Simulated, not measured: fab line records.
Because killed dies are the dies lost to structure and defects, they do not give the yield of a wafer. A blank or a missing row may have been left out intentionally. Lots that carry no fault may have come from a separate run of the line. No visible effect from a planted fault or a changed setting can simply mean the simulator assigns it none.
fab line records + flow n5-finfet
[record]
- lots = 9
- wafers = 27
- last-day = 21
route steps=1938 shown SDB@373 DUMMY_REMOVAL@377 HKMG_FIN@402 BEOL_M4@1111 PASSIVATION@1936
lots with no fault: from the same line, run without faults
start-h: hours from the record's first day to the start of the lot's first wafer shown + wait-h: time in hours since the lot's previous step + " unchanged from the row above + L1.1+2: a single row standing in for several wafers + - no value, or no start given + * or withheld: withheld + < > ~ a bound
route shown NAME@n: NAME is a module with steps in the file, n the number in the route of the first one + usual: mean and standard deviation over wafers with no fault + same: alike in all rows + chamber/n: place in a boat + sites: each site's reading + _std_site: how widely they spread, as a standard deviation + _edge_site: the outer-site mean with the inner-site mean subtracted + radius-mm: how far each site lies from the wafer's centre + mask NAME#n: copy n + behind: the tool/chamber that last shaped the wafer + hold: why the lot went on hold/how many hours it stayed there/how the hold came to an end + device: the n, p or np transistor that did not switch + end of line: the same wafers' tests at the end of the route + a step given without rows: its recipe and nothing more + killed: the dies lost at the first sort to structure and to defects; this is not the yield of the wafer + map: per-die view of a wafer (x killed, . not killed, _ where there is no die)
set.NAME: the run value of the setting; set.NAME@STEP: its run value at that earlier step + model.NAME: the simulator's own value behind a step, which no gauge read
the route's steps for a sample of lots (tables are steps, rows are wafers)
services: a tool's chamber out of use, with start hour (start-h, from the record's first day; less than 0 if before it), hours out, and reason
[[steps]]
[step N5_SDB_ALD_29]
[recipe]
- material = SiNx
- target-thk-a = 300
- temp-c = 400
- ald-precursor-family = SiH2I2
- ald-co-reactant = N2/H2-plasma
- pulse-time-s = 1
- ald-cycles = 600
- purge-time-s = 2
- co-reactant-purge-time-s = 2
- pressure-torr = 2
[usual]
- heater-power-w = 836/96
- precursor-pulse-height-rel = 0.998/0.02
| lot.wafer | tool       | chamber | start-h | wait-h | heater-power-w | precursor-pulse-height-rel |
|-----------|------------|---------|---------|--------|----------------|----------------------------|
| L319.1    | ald-sin-04 | 1       | 84.44   | 0.0    | 815            | 1.017                      |
| L319.4    | "          | 3       | "       | "      | 960            | 0.980                      |
| L319.6    | "          | 2       | 85.79   | 1.4    | 752            | 0.992                      |
| L320.4    | ald-sin-02 | 3       | 90.63   | 0.0    | 803            | 0.967                      |
| L320.5    | "          | 1       | 91.98   | 1.4    | 802            | 1.020                      |
| L320.6    | "          | 2       | "       | "      | 791            | 1.021                      |
| L321.1    | ald-sin-02 | 3       | 97.75   | 0.8    | 779            | 0.976                      |
| L321.3    | "          | 0       | "       | "      | 785            | 1.000                      |
| L321.4    | "          | 2       | "       | "      | 795            | 1.007                      |
| L322.3    | ald-sin-02 | 2       | 102.78  | 0.0    | 792            | 0.995                      |
| L322.4    | "          | 0       | "       | "      | 791            | 1.008                      |
| L322.5    | "          | 2       | 104.13  | 1.4    | 781            | 0.952                      |
| L323.1    | ald-sin-04 | 0       | 108.54  | 0.0    | 868            | 0.995                      |
| L323.2    | "          | 2       | "       | "      | 744            | 0.986                      |
| L323.4    | "          | 3       | "       | "      | 969            | 1.038                      |
| L325.2    | ald-sin-02 | 1       | 125.97  | 0.3    | 813            | 0.973                      |
| L325.3    | "          | 2       | "       | "      | 803            | 0.949                      |
| L325.4    | "          | 0       | "       | "      | 803            | 1.003                      |
| L333.1    | ald-sin-02 | 0       | 167.77  | 0.1    | 790            | 0.990                      |
| L333.2    | "          | 1       | "       | "      | 816            | 1.003                      |
| L333.3    | "          | 2       | "       | "      | 795            | 0.999                      |
| L334.1    | ald-sin-04 | 2       | 175.22  | 0.0    | 760            | 1.003                      |
| L334.2    | "          | 3       | "       | "      | 979            | 0.973                      |
| L334.5    | "          | 3       | 176.57  | 1.4    | 998            | 1.011                      |
| L338.3    | ald-sin-02 | 2       | 200.90  | 0.1    | 794            | 0.997                      |
| L338.4    | "          | 1       | "       | "      | 764            | 1.039                      |
| L338.6    | "          | 1       | 202.25  | 1.5    | 775            | 0.980                      |
[step N5_SDB_INSPECT_36]
[recipe]
- inspect-instrument = darkfield
- mode = post-cmp
[usual]
- raw-defect-count = 40/23
| lot.wafer | tool              | chamber | start-h | wait-h | raw-defect-count |
|-----------|-------------------|---------|---------|--------|------------------|
| L319.1    | defect-inspect-01 | -       | 87.49   | 0.0    | 13               |
| L319.4    | "                 | -       | "       | "      | 16               |
| L319.6    | "                 | -       | "       | "      | 18               |
| L320.4    | defect-inspect-02 | -       | 93.69   | 0.0    | 30               |
| L320.5    | "                 | -       | "       | "      | 27               |
| L320.6    | "                 | -       | "       | "      | 29               |
| L321.1    | defect-inspect-02 | -       | 100.81  | 0.0    | 52               |
| L321.3    | "                 | -       | "       | "      | 18               |
| L321.4    | "                 | -       | "       | "      | 38               |
| L322.3    | defect-inspect-02 | -       | 105.84  | 0.0    | 26               |
| L322.4    | "                 | -       | "       | "      | 29               |
| L322.5    | "                 | -       | "       | "      | 37               |
| L323.1    | defect-inspect-01 | -       | 111.59  | 0.0    | 31               |
| L323.2    | "                 | -       | "       | "      | 27               |
| L323.4    | "                 | -       | "       | "      | 33               |
| L325.2    | defect-inspect-01 | -       | 129.07  | 0.0    | 19               |
| L325.3    | "                 | -       | "       | "      | 39               |
| L325.4    | "                 | -       | "       | "      | 24               |
| L333.1    | defect-inspect-02 | -       | 170.83  | 0.0    | 33               |
| L333.2    | "                 | -       | "       | "      | 44               |
| L333.3    | "                 | -       | "       | "      | 53               |
| L334.1    | defect-inspect-02 | -       | 178.27  | 0.0    | 26               |
| L334.2    | "                 | -       | "       | "      | 78               |
| L334.5    | "                 | -       | "       | "      | 36               |
| L338.3    | defect-inspect-02 | -       | 203.95  | 0.0    | 36               |
| L338.4    | "                 | -       | "       | "      | 30               |
| L338.6    | "                 | -       | "       | "      | 45               |
[step N5_DUMMY_REMOVAL_HM_STRIP_01]
[recipe]
- chemistry = CH3F/O2
- material = SiNx
- target-depth-a = 40
- stop-on = poly-Si
- time-s = 6.8
- over-etch-frac = 0.3
- ion-energy-ev = 60
- power-w = 410
- bias-w = 29
- Ar_flow_sccm = 150
- CH3F_flow_sccm = 30
- O2_flow_sccm = 20
[usual]
- chamber-pressure-mTorr = 30.000/0.028
- drypump-motor-current-A = 5.9/0.39
- oes-product-au = 0.65/0.068
- rf-vpp-V = 127.3/0.99
- showerhead-plenum-p-Torr = 2.00/0.062
- throttle-valve-pct = 16.31/0.18
| lot.wafer | tool        | chamber | start-h | wait-h | chamber-pressure-mTorr | drypump-motor-current-A | oes-product-au | rf-hours-counter-h | rf-vpp-V | showerhead-plenum-p-Torr | throttle-valve-pct |
|-----------|-------------|---------|---------|--------|------------------------|-------------------------|----------------|--------------------|----------|--------------------------|--------------------|
| L319.1    | rie-diel-06 | 0       | 87.53   | 0.0    | 30.002                 | 6.5                     | 0.65           | 116                | 129.0    | 2.10                     | 16.24              |
| L319.4    | "           | 2       | "       | "      | 29.959                 | 5.5                     | 0.68           | 79                 | 126.4    | 2.03                     | 16.22              |
| L319.6    | "           | 0       | "       | "      | 30.022                 | 6.5                     | 0.64           | -                  | 128.4    | 2.10                     | 16.25              |
| L320.4    | rie-diel-03 | 2       | 93.72   | 0.0    | 30.009                 | 5.9                     | 0.72           | 25                 | 128.6    | 2.04                     | 16.19              |
| L320.5    | "           | 3       | "       | "      | 29.995                 | 6.1                     | 0.68           | -                  | 127.7    | 1.94                     | 16.08              |
| L320.6    | "           | 2       | "       | "      | 29.959                 | 5.9                     | 0.72           | -                  | 128.1    | 2.04                     | 16.18              |
| L321.1    | rie-diel-01 | 1       | 100.84  | 0.0    | 30.010                 | 5.6                     | 0.60           | 209                | 127.3    | 1.90                     | 16.58              |
| L321.3    | "           | 0       | "       | "      | 30.016                 | 5.4                     | 0.57           | 242                | 127.2    | 1.98                     | 16.69              |
| L321.4    | "           | 3       | "       | "      | 30.027                 | 6.1                     | 0.80           | 2                  | 128.6    | 2.05                     | 16.05              |
| L322.3    | rie-diel-06 | 2       | 105.87  | 0.0    | 30.029                 | 5.5                     | 0.67           | 83                 | 127.3    | 2.03                     | 16.21              |
| L322.4    | "           | 1       | "       | "      | 30.011                 | 6.2                     | 0.54           | 244                | 126.9    | 1.97                     | 16.75              |
| L322.5    | "           | 0       | "       | "      | 29.989                 | 6.5                     | 0.64           | -                  | 127.8    | 2.09                     | 16.24              |
| L323.1    | rie-diel-01 | 2       | 111.63  | 0.0    | 29.970                 | 5.7                     | 0.70           | 51                 | 128.7    | 2.03                     | 16.43              |
| L323.2    | "           | 0       | "       | "      | 30.016                 | 5.4                     | 0.57           | 245                | 127.5    | 1.98                     | 16.70              |
| L323.4    | "           | 1       | "       | "      | 29.997                 | 5.6                     | 0.59           | 213                | 126.1    | 1.90                     | 16.58              |
| L325.2    | rie-diel-01 | 2       | 129.10  | 0.0    | 30.004                 | 5.7                     | 0.68           | 57                 | 126.7    | 2.03                     | 16.45              |
| L325.3    | "           | 1       | "       | "      | 30.030                 | 5.6                     | 0.60           | 218                | 126.5    | 1.90                     | 16.60              |
| L325.4    | "           | 3       | "       | "      | 29.984                 | 6.1                     | 0.76           | -                  | 128.1    | 2.04                     | 16.06              |
| L333.1    | rie-diel-06 | 3       | 170.94  | 0.1    | 30.003                 | 5.8                     | 0.56           | 229                | 126.5    | 1.89                     | 16.24              |
| L333.2    | "           | 1       | "       | "      | 29.979                 | 6.3                     | 0.78           | 8                  | 125.4    | 1.97                     | 16.29              |
| L333.3    | "           | 2       | "       | "      | 30.045                 | 5.5                     | 0.65           | 103                | 128.5    | 2.02                     | 16.25              |
| L334.1    | rie-diel-06 | 0       | 178.68  | 0.4    | 29.978                 | 6.5                     | 0.62           | 144                | 125.6    | 2.09                     | 16.30              |
| L334.2    | "           | 3       | "       | "      | 30.036                 | 5.8                     | 0.56           | 231                | 127.4    | 1.89                     | 16.24              |
| L334.5    | "           | 2       | "       | "      | 29.937                 | 5.5                     | 0.65           | -                  | 127.7    | 2.02                     | 16.26              |
| L338.3    | rie-diel-06 | 3       | 203.98  | 0.0    | 29.969                 | 5.8                     | 0.56           | 239                | 125.4    | 1.89                     | 16.26              |
| L338.4    | "           | 0       | "       | "      | 29.988                 | 6.5                     | 0.62           | 153                | 129.0    | 2.08                     | 16.31              |
| L338.6    | "           | 2       | "       | "      | 30.018                 | 5.5                     | 0.64           | -                  | 127.9    | 2.02                     | 16.27              |
[step N5_HKMG_FIN_ETCH_54]
[recipe]
- chemistry = CF4
- target = SiARC
- target-depth-a = 455
- mask-material = CAR-ArF
- time-s = 75.8
- ion-energy-ev = 80
- pressure-mtorr = 40
- source-w = 545
- bias-w = 36
- Ar_flow_sccm = 100
- cf4-flow-sccm = 100
- ends = cleared
[usual]
- chamber-pressure-mTorr = 40.00/0.038
- drypump-motor-current-A = 5.6/0.42
- etch-rf-on-time-s = 76.0/0.91
- oes-product-au = 0.66/0.082
- rf-vpp-V = 184.1/1.3
- showerhead-plenum-p-Torr = 2.15/0.078
- throttle-valve-pct = 15.68/0.15
| lot.wafer | tool        | chamber | start-h | wait-h | chamber-pressure-mTorr | drypump-motor-current-A | etch-rf-on-time-s | oes-product-au | rf-hours-counter-h | rf-vpp-V | showerhead-plenum-p-Torr | throttle-valve-pct |
|-----------|-------------|---------|---------|--------|------------------------|-------------------------|-------------------|----------------|--------------------|----------|--------------------------|--------------------|
| L319.1    | rie-diel-04 | 0       | 89.49   | 0.0    | 39.94                  | 6.1                     | 76.3              | 0.60           | 226                | 181.4    | 2.04                     | 15.82              |
| L319.4    | "           | 3       | "       | "      | 40.02                  | 5.1                     | 77.0              | 0.61           | 201                | 184.8    | 2.20                     | 15.76              |
| L319.6    | "           | 1       | "       | "      | 39.96                  | 5.6                     | 75.7              | 0.84           | -                  | 184.5    | 2.10                     | 15.60              |
| L320.4    | rie-diel-02 | 0       | 95.55   | 0.0    | 40.00                  | 5.6                     | 76.8              | 0.62           | 165                | 182.8    | 2.06                     | 15.56              |
| L320.5    | "           | 1       | "       | "      | 39.98                  | 5.7                     | 75.4              | 0.66           | -                  | 183.9    | 2.23                     | 15.55              |
| L320.6    | "           | 0       | "       | "      | 40.01                  | 5.6                     | 75.9              | 0.63           | -                  | 181.2    | 2.06                     | 15.56              |
| L321.1    | rie-diel-02 | 0       | 102.61  | 0.0    | 40.08                  | 5.6                     | 75.9              | 0.63           | 168                | 183.8    | 2.06                     | 15.55              |
| L321.3    | "           | 1       | "       | "      | 39.97                  | 5.8                     | 75.2              | 0.65           | 139                | 184.0    | 2.23                     | 15.57              |
| L321.4    | "           | 3       | "       | "      | 40.03                  | 5.6                     | 77.9              | 0.66           | 118                | 183.8    | 2.07                     | 15.70              |
| L322.3    | rie-diel-02 | 2       | 107.51  | 0.0    | 39.98                  | 5.7                     | 92.6              | 0.63           | 71                 | 184.6    | 2.25                     | 15.60              |
| L322.4    | "           | 1       | "       | "      | 40.01                  | 5.7                     | 75.5              | 0.67           | 141                | 185.2    | 2.23                     | 15.58              |
| L322.5    | "           | 2       | "       | "      | 39.99                  | 5.7                     | 75.0              | 0.71           | -                  | 186.1    | 2.25                     | 15.60              |
| L323.1    | rie-diel-02 | 3       | 113.44  | 0.0    | 39.99                  | 5.6                     | 95.6              | 0.60           | 121                | 183.7    | 2.07                     | 15.72              |
| L323.2    | "           | 2       | "       | "      | 40.01                  | 5.6                     | 75.3              | 0.71           | 73                 | 185.4    | 2.25                     | 15.60              |
| L323.4    | "           | 0       | "       | "      | 40.02                  | 5.6                     | 76.4              | 0.62           | 172                | 184.5    | 2.06                     | 15.57              |
| L325.2    | rie-diel-04 | 2       | 130.85  | 0.0    | 39.98                  | 5.2                     | 75.3              | 0.61           | 192                | 184.6    | 2.13                     | 15.72              |
| L325.3    | "           | 0       | "       | "      | 39.99                  | 6.1                     | 76.3              | 0.58           | 241                | 181.4    | 2.03                     | 15.87              |
| L325.4    | "           | 3       | "       | "      | 40.04                  | 5.2                     | 76.3              | 0.61           | 215                | 184.4    | 2.20                     | 15.79              |
| L333.1    | rie-diel-04 | 3       | 172.56  | 0.0    | 39.96                  | 5.1                     | 77.0              | 0.59           | 232                | 186.6    | 2.19                     | 15.82              |
| L333.2    | "           | 1       | "       | "      | 39.99                  | 5.5                     | 76.4              | 0.77           | 38                 | 183.0    | 2.09                     | 15.65              |
| L333.3    | "           | 2       | "       | "      | 39.94                  | 5.2                     | 77.2              | 0.59           | 208                | 184.4    | 2.12                     | 15.77              |
| L334.1    | rie-diel-02 | 2       | 180.38  | 0.0    | 39.96                  | 5.6                     | 74.9              | 0.69           | 98                 | 186.2    | 2.24                     | 15.65              |
| L334.2    | "           | 0       | "       | "      | 39.93                  | 5.6                     | 76.4              | 0.61           | 193                | 183.3    | 2.05                     | 15.62              |
| L334.5    | "           | 0       | "       | "      | 40.04                  | 5.6                     | 75.9              | 0.61           | -                  | 181.8    | 2.05                     | 15.62              |
| L338.3    | rie-diel-05 | 1       | 205.61  | 0.0    | 39.98                  | 5.4                     | 75.8              | 0.81           | 9                  | 186.4    | 2.28                     | 15.32              |
| L338.4    | "           | 3       | "       | "      | 40.07                  | 6.6                     | 76.4              | 0.60           | 200                | 185.2    | 2.21                     | 15.77              |
| L338.6    | "           | 0       | "       | "      | 40.01                  | 6.3                     | 75.7              | 0.77           | -                  | 183.9    | 2.18                     | 15.48              |
[step N5_BEOL_M4_RC_MEAS_101]
[usual]
- DIBL_N = 36.3/1.1
- DIBL_P = 36.3/1.4
- IOFF_N = 0.155/0.019
- IOFF_P = 0.211/0.027
- ION_N = 672/8.5
- ION_P = 462/5.8
- SS_N = 71.5/0.56
- SS_P = 73.3/0.52
- VT_N = 249.9/2.5
- VT_P = -249.8/2.8
| lot.wafer | tool      | chamber | start-h | wait-h | DIBL_N[mV/V] | DIBL_P[mV/V] | IOFF_N[nA/um] | IOFF_P[nA/um] | ION_N[uA/um] | ION_P[uA/um] | SS_N[mV/dec] | SS_P[mV/dec] | VT_N[mV] | VT_P[mV] |
|-----------|-----------|---------|---------|--------|--------------|--------------|---------------|---------------|--------------|--------------|--------------|--------------|----------|----------|
| L319.1    | prober-01 | 0       | 219.84  | 0.0    | 35.0         | 36.1         | 0.126         | 0.198         | 669          | 459          | 70.9         | 72.1         | 255.9    | -249.1   |
| L319.4    | "         | 0       | "       | "      | 35.6         | 37.4         | 0.148         | 0.235         | 679          | 473          | 71.3         | 73.1         | 248.9    | -247.1   |
| L319.6    | "         | 0       | "       | "      | 36.1         | 37.8         | 0.149         | 0.227         | 668          | 458          | 71.5         | 72.3         | 251.6    | -248.8   |
| L320.4    | prober-01 | 0       | 238.37  | 0.5    | 37.2         | 37.1         | 0.172         | 0.244         | 676          | 472          | 71.9         | 73.9         | 248.4    | -244.4   |
| L320.5    | "         | 0       | "       | "      | 36.5         | 36.6         | 0.161         | 0.243         | 672          | 467          | 71.8         | 73.0         | 247.0    | -247.3   |
| L320.6    | "         | 0       | "       | "      | 35.9         | 35.2         | 0.140         | 0.227         | 669          | 469          | 71.0         | 72.7         | 252.1    | -248.4   |
| L321.1    | prober-01 | 0       | 250.22  | 0.0    | 36.3         | 36.4         | 0.166         | 0.199         | 684          | 462          | 71.2         | 73.6         | 248.7    | -252.6   |
| L321.3    | "         | 0       | "       | "      | 34.8         | 33.7         | 0.135         | 0.167         | 677          | 463          | 71.3         | 72.6         | 252.9    | -251.8   |
| L321.4    | "         | 0       | "       | "      | 36.3         | 35.6         | 0.171         | 0.199         | 691          | 465          | 71.8         | 73.6         | 248.2    | -250.2   |
| L322.3    | prober-01 | 0       | 257.20  | 0.3    | 38.0         | 36.8         | 0.165         | 0.207         | 667          | 454          | 71.7         | 73.4         | 248.1    | -253.2   |
| L322.4    | "         | 0       | "       | "      | 37.0         | 36.1         | 0.151         | 0.196         | 676          | 456          | 70.8         | 72.4         | 249.1    | -252.9   |
| L322.5    | "         | 0       | "       | "      | 37.8         | 36.5         | 0.166         | 0.200         | 680          | 455          | 71.3         | 73.5         | 249.3    | -253.1   |
| L323.1    | prober-02 | 0       | 289.57  | 0.0    | 36.7         | 37.0         | 0.177         | 0.217         | 689          | 466          | 71.6         | 74.0         | 250.4    | -248.3   |
| L323.2    | "         | 0       | "       | "      | 37.7         | 37.7         | 0.182         | 0.223         | 677          | 459          | 72.3         | 73.2         | 245.9    | -247.1   |
| L323.4    | "         | 0       | "       | "      | 36.1         | 34.9         | 0.156         | 0.183         | 670          | 456          | 71.0         | 73.2         | 249.7    | -251.6   |
| L325.2    | prober-02 | 0       | 311.20  | 0.2    | 35.9         | 36.0         | 0.138         | 0.162         | 662          | 451          | 71.5         | 73.4         | 250.9    | -255.3   |
| L325.3    | "         | 0       | "       | "      | 35.7         | 35.8         | 0.138         | 0.165         | 671          | 455          | 71.1         | 72.9         | 253.8    | -253.9   |
| L325.4    | "         | 0       | "       | "      | 35.2         | 35.6         | 0.128         | 0.158         | 668          | 456          | 70.8         | 72.3         | 255.3    | -256.4   |
| L333.1    | prober-01 | 0       | 376.28  | 0.0    | 36.3         | 36.6         | 0.168         | 0.226         | 687          | 470          | 71.9         | 73.7         | 247.1    | -248.9   |
| L333.2    | "         | 0       | "       | "      | 36.7         | 36.6         | 0.178         | 0.231         | 688          | 471          | 71.6         | 74.1         | 243.7    | -246.9   |
| L333.3    | "         | 0       | "       | "      | 35.7         | 35.8         | 0.158         | 0.221         | 690          | 471          | 71.9         | 73.8         | 247.6    | -246.9   |
| L334.1    | prober-02 | 0       | 385.35  | 0.0    | 38.3         | 37.3         | 0.176         | 0.236         | 677          | 462          | 71.2         | 73.9         | 245.9    | -248.3   |
| L334.2    | "         | 0       | "       | "      | 37.5         | 35.8         | 0.154         | 0.206         | 680          | 465          | 71.6         | 73.1         | 252.5    | -249.6   |
| L334.5    | "         | 0       | "       | "      | 36.9         | 35.6         | 0.149         | 0.204         | 669          | 457          | 71.5         | 73.6         | 250.5    | -249.6   |
| L338.3    | prober-01 | 0       | 401.12  | 0.3    | 35.6         | 35.2         | 0.158         | 0.210         | 682          | 464          | 72.1         | 73.3         | 248.2    | -248.4   |
| L338.4    | "         | 0       | "       | "      | 36.3         | 34.7         | 0.159         | 0.200         | 666          | 459          | 72.0         | 73.4         | 249.2    | -250.9   |
| L338.6    | "         | 0       | "       | "      | 36.0         | 35.2         | 0.158         | 0.205         | 675          | 458          | 71.3         | 73.0         | 249.8    | -249.2   |
[step N5_PASSIVATION_PROBE_49]
[usual]
- defect-limited-yield = 91.4/1.2
- killed_at_M0_to_M3 = 34/10
- killed_at_M4_up = 14/5.1
- killed-at-contacts = 12/6.4
- killed-at-front-end = 38/9.3
- killed-at-other = 4/3
- killed-dies = 102/15
- killed-on-rim = 13/3.6
- killed-open = 67/12
- killed-short = 33/6.9
- sort_bin_5_function = 5.0/0.86
- sort_bin_6_memory = 3.2/0.58
- sort-n-pass = 1078/15
- sort-yield-pct = 91.4/1.2
[same]
- gross-dies = 1180
- killed-at-back-side = 0
- sort_bin_4_leakage[%] = 0
- sort_bin_8_speed[%] = 0
| lot.wafer | tool      | chamber | start-h | wait-h | defect-limited-yield[%] | killed_at_M0_to_M3 | killed_at_M4_up | killed-at-contacts | killed-at-front-end | killed-at-other | killed-dies | killed-on-rim | killed-open | killed-short | sort_bin_5_function[%] | sort_bin_6_memory[%] | sort-n-pass | sort-yield-pct[%] |
|-----------|-----------|---------|---------|--------|-------------------------|--------------------|-----------------|--------------------|---------------------|-----------------|-------------|---------------|-------------|--------------|------------------------|----------------------|-------------|-------------------|
| L321.1    | prober-02 | -       | 349.05  | 0.0    | 90.7                    | 48                 | 16              | 14                 | 28                  | 4               | 110         | 12            | 72          | 34           | 5.4                    | 3.3                  | 1070        | 90.7              |
| L321.3    | prober-02 | -       | 349.15  | 0.1    | 91.9                    | 31                 | 10              | 14                 | 37                  | 3               | 95          | 13            | 60          | 32           | 4.6                    | 3.2                  | 1085        | 91.9              |
| L321.4    | prober-02 | -       | 349.20  | 0.2    | 92.5                    | 33                 | 12              | 7                  | 36                  | 1               | 89          | 10            | 59          | 30           | 4.5                    | 2.9                  | 1091        | 92.5              |
// killed by level:class
L321.1 BEOL_M2:geometric-particle:open=20 MOL_CONTACT_COAG:geometric-particle:open=13 BEOL_M4:geometric-particle:open=10 FIN_SAQP:geometric-particle:short=9 BEOL_M0_SAQP:geometric-particle:short=8 BEOL_M3:geometric-particle:open=6 BEOL_M2:geometric-particle:short=5 DUMMY_GATE:geometric-particle:open=4
L321.3 MOL_CONTACT_COAG:geometric-particle:open=11 BEOL_M3:geometric-particle:open=9 STI_FIN_REVEAL:geometric-particle:open=7 GATE_CUT:geometric-particle:short=5 BEOL_M2:geometric-particle:open=5 DUMMY_GATE:geometric-particle:open=4 BEOL_M0_SAQP:geometric-particle:short=4 BEOL_M3:geometric-particle:short=4
L321.4 DUMMY_GATE:geometric-particle:open=8 FIN_SAQP:geometric-particle:short=7 BEOL_M2:geometric-particle:open=7 ILD0:geometric-particle:short=6 BEOL_M3:geometric-particle:open=6 BEOL_M0_SAQP:geometric-particle:open=6 STI_FIN_REVEAL:geometric-particle:open=5 MOL_CONTACT_COAG:geometric-particle:open=5
[[services]]
| tool        | chamber | start-h | hours | kind                          |
|-------------|---------|---------|-------|-------------------------------|
| ald-sin-02  | -       | 70.72   | 0.3   | repair                        |
| rie-diel-04 | 3       | 81.15   | 6.9   | repair                        |
| rie-diel-03 | -       | 82.64   | 0.7   | repair                        |
| ald-sin-04  | 3       | 91.66   | 9.1   | repair                        |
| rie-diel-03 | 3       | 106.94  | 1.8   | repair                        |
| rie-diel-06 | 1       | 123.02  | -     | clean                         |
| rie-diel-06 | 1       | 123.02  | -     | consumable-replace:focus-ring |
| rie-diel-03 | 0       | 125.34  | 6.0   | repair                        |
| rie-diel-05 | 1       | 126.71  | 2.8   | repair                        |
| rie-diel-05 | 2       | 144.20  | 3.8   | repair                        |
| rie-diel-01 | 2       | 154.65  | 6.9   | repair                        |
| ald-sin-04  | 1       | 168.36  | 12.8  | repair                        |
| ald-sin-02  | 3       | 170.47  | 2.3   | repair                        |
| rie-diel-05 | -       | 172.97  | 2.8   | pm                            |
| ald-sin-02  | -       | 176.87  | 14.0  | pm                            |
| ald-sin-02  | 0       | 176.87  | 14.0  | vent-cycle                    |
| ald-sin-02  | 1       | 176.87  | 14.0  | vent-cycle                    |
| ald-sin-02  | 2       | 176.87  | 14.0  | vent-cycle                    |
| ald-sin-02  | 3       | 176.87  | 14.0  | vent-cycle                    |
| rie-diel-01 | 0       | 189.86  | 5.1   | repair                        |
| ald-sin-02  | 0       | 190.87  | -     | clean                         |
| ald-sin-02  | 1       | 190.87  | -     | clean                         |
| ald-sin-02  | 2       | 190.87  | -     | clean                         |
| ald-sin-02  | 3       | 190.87  | -     | clean                         |
[[key]]
[first-sign]
- step = N5_HKMG_FIN_ETCH_54
- reading = etch-rf-on-time-s
- direction = up
- sigmas = 20
- usual = *
- struck = *
effect none on later readings
met-at N5_HKMG_FIN_ETCH_54
struck-lots L322,L323
struck-wafers L322.3,L323.1
not-acting-at N5_SDB_ALD_29,N5_SDB_INSPECT_36,N5_DUMMY_REMOVAL_HM_STRIP_01
onset-between 102.61 107.51
[fault]
- kind = process-parameter-drift
- tool = rie-diel-02
- chamber = -
- onset-h = 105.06
- steps = N5_HKMG_FIN_ETCH_54
- channel = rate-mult
- offset = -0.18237
- shape = step
- end-h = 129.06
- scope = struck-wafers-only
